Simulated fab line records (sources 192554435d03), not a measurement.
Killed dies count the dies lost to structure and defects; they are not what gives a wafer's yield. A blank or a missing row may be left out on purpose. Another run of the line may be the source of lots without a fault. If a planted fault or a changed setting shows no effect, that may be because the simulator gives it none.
Matching of chambers	flow n5-finfet	N5_DUMMY_GATE_ETCH_32 on rie-si-01 has 4 sister chambers
The step etches SiO2 in CF4, target depth 3.5 nm, time 3.9 s. 20 wafers are shown with their chamber, then 10 later ones without.

WAFERS WITH THEIR CHAMBER
wafer	chamber	drypump-motor-current-A (A)	throttle-valve-pct (%)	oes-product-au (a.u.)
L079.2	2	5.9	21.75	0.988
L079.3	1	6.1	21.92	0.998
L079.4	0	5.7	21.64	0.997
L080.1	3	6.1	21.68	1.004
L080.3	1	6.2	21.89	0.994
L080.4	0	5.7	21.64	0.980
L084.2	1	6.1	21.91	0.999
L084.5	3	6.1	21.65	0.994
L084.6	2	5.9	21.75	0.988
L085.1	3	6.1	21.66	1.010
L085.3	2	5.9	21.73	0.983
L085.6	2	5.9	21.72	0.994
L087.1	0	5.7	21.63	0.990
L087.2	2	5.9	21.72	0.989
L087.5	2	5.8	21.73	0.984
L088.1	0	5.7	21.66	0.994
L088.2	3	6.1	21.65	0.989
L088.4	1	6.1	21.88	0.992
L091.3	3	6.1	21.66	1.004
L091.5	0	5.7	21.64	0.995

SIGNATURES, as means of the wafers listed above
reading	chamber 0	chamber 1	chamber 2	chamber 3	scatter within a chamber
drypump-motor-current-A	5.700	6.125	5.883	6.100	0.0315
throttle-valve-pct	21.6420	21.9000	21.7333	21.6600	0.0137
oes-product-au	0.99120	0.99575	0.98767	1.00020	0.00603
Rule: distance of a wafer from a chamber = root of the sum over the readings of ((wafer's reading minus chamber's mean) / reading's scatter) squared. The wafer belongs to the nearest chamber; if the next one is less than 2 further off, it can't be placed. The scatter: the root of (the sum of the squares of (reading less its chamber's mean) over the shown wafers, divided by (wafers less chambers)).

WAFERS WITHOUT THEIR CHAMBER
wafer	drypump-motor-current-A (A)	throttle-valve-pct (%)	oes-product-au (a.u.)
L091.6	6.2	21.92	0.989
L093.3	5.7	21.62	0.988
L093.4	6.1	21.66	0.988
L093.6	5.7	21.65	0.971
L094.1	6.1	21.66	0.997
L094.4	6.1	21.66	0.991
L094.5	6.1	21.90	0.995
L096.1	5.9	21.73	0.993
L096.5	6.1	21.91	0.988
L096.6	5.9	21.74	0.989

WHICH CHAMBER EACH WENT THROUGH
wafer	from the rows above	in truth
L091.6	1	1
L093.3	0	0
L093.4	3	3
L093.6	0	0
L094.1	3	3
L094.4	3	3
L094.5	1	1
L096.1	2	2
L096.5	1	1
L096.6	2	2
10 of 10 placed correctly. Number that these rows cannot place: 0. Wrongly placed: 0.
